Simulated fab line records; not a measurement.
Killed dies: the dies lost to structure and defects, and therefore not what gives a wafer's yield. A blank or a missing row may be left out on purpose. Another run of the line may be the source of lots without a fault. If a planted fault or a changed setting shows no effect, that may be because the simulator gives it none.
Which of the tools did it?	flow n5 finfet	Sampling: 11 lots, 33 wafers, 4 of 1938 route steps

## WHAT THE GAUGES READ, wafer by wafer
N5_BEOL_M10_CD_MEAS_28: target cd 70 nm.
lot	measured	on	cd nm (nm)
L922	day 11 12:27	cd sem-01	68.9 69.3 68.7
L923	day 11 13:35	cd sem-02	68.6 67.6 67.6
L924	day 11 19:01	cd sem-01	66.8 67.7 68.5
L926	day 11 20:28	cd sem-03	68.9 70.0 69.4
L930	day 13 01:01	cd sem-02	69.4 69.8 68.9
L931	day 13 23:27	cd sem-03	60.9 62.4 62.4
L932	day 14 03:17	cd sem-02	70.9 71.2 69.5
L935	day 14 04:31	cd sem-03	64.2 63.4 63.9
L939	day 15 05:49	cd sem-03	68.6 69.6 68.1
L941	day 16 01:42	cd sem-03	68.9 68.8 70.3
L942	day 16 23:20	cd sem-02	67.9 69.1 68.4

## EACH LOT AND THE TOOL THAT RAN IT (in order: tool; ch and the chambers of the sampled wafers; start)
lot	N5_BEOL_M9_ANNEAL_51	N5_BEOL_M10_HM_OPEN_17	N5_BEOL_M10_EXPOSE_25
L922	rtp anneal-01 ch 0, day 11 06:47	rie metal-03 ch 0,1, day 11 11:38	arfi scanner-01 ch 0, day 11 12:19
L923	rtp anneal-02 ch 0, day 11 07:28	rie metal-02 ch 0, day 11 12:08	arfi scanner-02 ch 0, day 11 13:28
L924	rtp anneal-01 ch 0, day 11 15:06	rie metal-02 ch 1, day 11 18:24	arfi scanner-03 ch 0, day 11 18:54
L926	rtp anneal-02 ch 0, day 11 15:23	rie metal-03 ch 0,1, day 11 19:00	arfi scanner-02 ch 0, day 11 20:20
L930	rtp anneal-01 ch 0, day 12 20:56	rie metal-01 ch 0,1, day 13 00:26	arfi scanner-02 ch 0, day 13 00:53
L931	rtp anneal-02 ch 0, day 13 18:34	rie metal-01 ch 0,1, day 13 21:17	arfi scanner-02 ch 0, day 13 23:20
L932	rtp anneal-02 ch 0, day 13 21:32	rie metal-03 ch 0, day 14 02:22	arfi scanner-03 ch 0, day 14 03:10
L935	rtp anneal-01 ch 0, day 13 23:18	rie metal-02 ch 0,1, day 14 03:29	arfi scanner-02 ch 0, day 14 04:23
L939	rtp anneal-02 ch 0, day 15 01:58	rie metal-02 ch 0,1, day 15 04:45	arfi scanner-03 ch 0, day 15 05:42
L941	rtp anneal-02 ch 0, day 15 21:10	rie metal-02 ch 0,1, day 16 00:49	arfi scanner-01 ch 0, day 16 01:34
L942	rtp anneal-02 ch 0, day 16 16:50	rie metal-03 ch 0,1, day 16 21:02	arfi scanner-03 ch 0, day 16 23:12
- N5_BEOL_M9_ANNEAL_51: time 90 s.
- N5_BEOL_M10_HM_OPEN_17: chemistry Cl2/BCl3, target TiN, target depth 20 nm, overetch 6 nm.
- N5_BEOL_M10_EXPOSE_25: exposes mask V9.

## THE ANSWER, worked out from the rows above alone
Rule: the usual values come from the lots themselves. Put in order of their means at a reading, lots are off if they are a third of the lots or fewer, leave a main group of 4 or more, and stand apart from it by a gap of 3 or more times the standard deviation of the main group's means; of several such gaps the widest counts. Not used: any main group whose means are identical at the precision the tables above print for the reading. Also off: a lot with no number at a reading for which 4 or more lots have one. Where the step has rows for the other lots, those lots are counted as sound.
Off at N5_BEOL_M10_CD_MEAS_28 (cd nm): L931, L935. Mean 68.9 nm and standard deviation 0.82 in the main group.
A tool fits if, at a process step before that reading, it ran every lot that is off, and no sound lot after the first of them. Gauges at N5_BEOL_M10_CD_MEAS_28: tried the same way as those tools. One candidate fits, namely arfi scanner-02 at N5_BEOL_M10_EXPOSE_25. A fault onset in the window from L930 (day 13 00:53, its last sound lot) to L931 (day 13 23:20, its first lot off) fits.

## WHAT HAD BEEN PUT IN BY THE SIMULATOR
Process parameters drifting: arfi scanner-02 at N5_BEOL_M10_EXPOSE_25, beginning at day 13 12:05. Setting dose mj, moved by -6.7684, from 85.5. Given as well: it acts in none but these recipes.
Struck lots among those shown: L931, L935. The rule given above showed the same thing.
